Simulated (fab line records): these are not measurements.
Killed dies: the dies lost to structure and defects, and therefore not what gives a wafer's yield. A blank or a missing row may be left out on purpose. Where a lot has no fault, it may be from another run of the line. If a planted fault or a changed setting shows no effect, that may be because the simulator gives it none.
Which tool did it? / flow nand harc / 17 wafers from 6 lots sampled at 5 of the route's 1302 steps

WHAT THE GAUGES SHOWED, per wafer
NHARC_END_SORT_01.
lot=L765; measured=day 26 09:25; on=prober-02; killed at array=34 22 23
lot=L775; measured=day 30 19:56; on=prober-01; killed at array=57 48

WHAT TOOL EACH LOT RAN ON (gives the tool, then ch and the chambers of the sampled wafers, and finally the start)
lot=L762; NHARC_A_CHANNEL_HOLE_D1_ETCH_19=har etch-02 ch 0,1, day 9 08:19; NHARC_A_CHANNEL_HOLE_D1_ETCH_26=har etch-02 ch 0,1, day 9 12:05; NHARC_A_CHANNEL_FILL_D1_ALD_03=ald sin batch-03 ch 0, day 10 02:34 or earlier; NHARC_A_CHANNEL_FILL_D1_ALD_16=ald hk-01 ch 1,2,3, day 10 02:34
lot=L765; NHARC_A_CHANNEL_HOLE_D1_ETCH_19=har etch-01 ch 0,1, day 10 14:40; NHARC_A_CHANNEL_HOLE_D1_ETCH_26=har etch-01 ch 0,1, day 10 18:26; NHARC_A_CHANNEL_FILL_D1_ALD_03=ald sin batch-01 ch 0, day 11 11:05 or earlier; NHARC_A_CHANNEL_FILL_D1_ALD_16=ald hk-03 ch 0,2,3, day 11 11:05
lot=L767; NHARC_A_CHANNEL_HOLE_D1_ETCH_19=har etch-01 ch 0,1, day 11 19:46; NHARC_A_CHANNEL_HOLE_D1_ETCH_26=har etch-01 ch 0,1, day 11 23:32; NHARC_A_CHANNEL_FILL_D1_ALD_03=ald sin batch-03 ch 0, day 12 14:11 or earlier; NHARC_A_CHANNEL_FILL_D1_ALD_16=ald hk-03 ch 0,3, day 12 14:11
lot=L769; NHARC_A_CHANNEL_HOLE_D1_ETCH_19=har etch-01 ch 0,1, day 12 15:33; NHARC_A_CHANNEL_HOLE_D1_ETCH_26=har etch-01 ch 0,1, day 12 19:22; NHARC_A_CHANNEL_FILL_D1_ALD_03=ald sin batch-03 ch 0, day 13 11:00 or earlier; NHARC_A_CHANNEL_FILL_D1_ALD_16=ald hk-01 ch 0,2,3, day 13 11:00
lot=L775; NHARC_A_CHANNEL_HOLE_D1_ETCH_19=har etch-01 ch 0,1, day 14 21:40; NHARC_A_CHANNEL_HOLE_D1_ETCH_26=har etch-01 ch 0,1, day 15 01:28; NHARC_A_CHANNEL_FILL_D1_ALD_03=ald sin batch-01 ch 0, day 15 16:04 or earlier; NHARC_A_CHANNEL_FILL_D1_ALD_16=ald hk-04 ch 3, day 15 16:04
lot=L782; NHARC_A_CHANNEL_HOLE_D1_ETCH_19=har etch-01 ch 0,1, day 17 19:35; NHARC_A_CHANNEL_HOLE_D1_ETCH_26=har etch-01 ch 0,1, day 17 23:23; NHARC_A_CHANNEL_FILL_D1_ALD_03=ald sin batch-01 ch 0, day 18 13:47 or earlier; NHARC_A_CHANNEL_FILL_D1_ALD_16=ald hk-01 ch 0,1,3, day 18 13:47
- NHARC_A_CHANNEL_HOLE_D1_ETCH_19: etches the open film in C4F8/O2/Ar, time 34.5 s.
- NHARC_A_CHANNEL_HOLE_D1_ETCH_26: etches the open film in C4F8/O2/Ar, time 224.1 s, target depth 300 nm.
- NHARC_A_CHANNEL_FILL_D1_ALD_03: deposits SiNx, target thk 6 nm, pulse time 60 s, ald cycles 58.
- NHARC_A_CHANNEL_FILL_D1_ALD_16: deposits SiO2, target thk 1.5 nm, pulse time 10 s, ald cycles 15.

THE ANSWER, worked out from the rows above alone
Rule: the usual values come from the lots themselves. The widest of any qualifying gaps counts: lots, ordered by their means at a reading, are off when they make up no more than a third of the lots, leave a main group of 4 or more, and stand apart from it by 3 or more times the standard deviation of that group's means. If all means in a main group match to the digits the tables above print for the reading, that group is not used. Also off: a lot with no number at a reading for which 4 or more lots have one. Where the step has rows for the other lots, those lots are counted as sound.
None of the lots is off at any reading shown; this tells nothing.

WHAT HAD BEEN PUT IN BY THE SIMULATOR
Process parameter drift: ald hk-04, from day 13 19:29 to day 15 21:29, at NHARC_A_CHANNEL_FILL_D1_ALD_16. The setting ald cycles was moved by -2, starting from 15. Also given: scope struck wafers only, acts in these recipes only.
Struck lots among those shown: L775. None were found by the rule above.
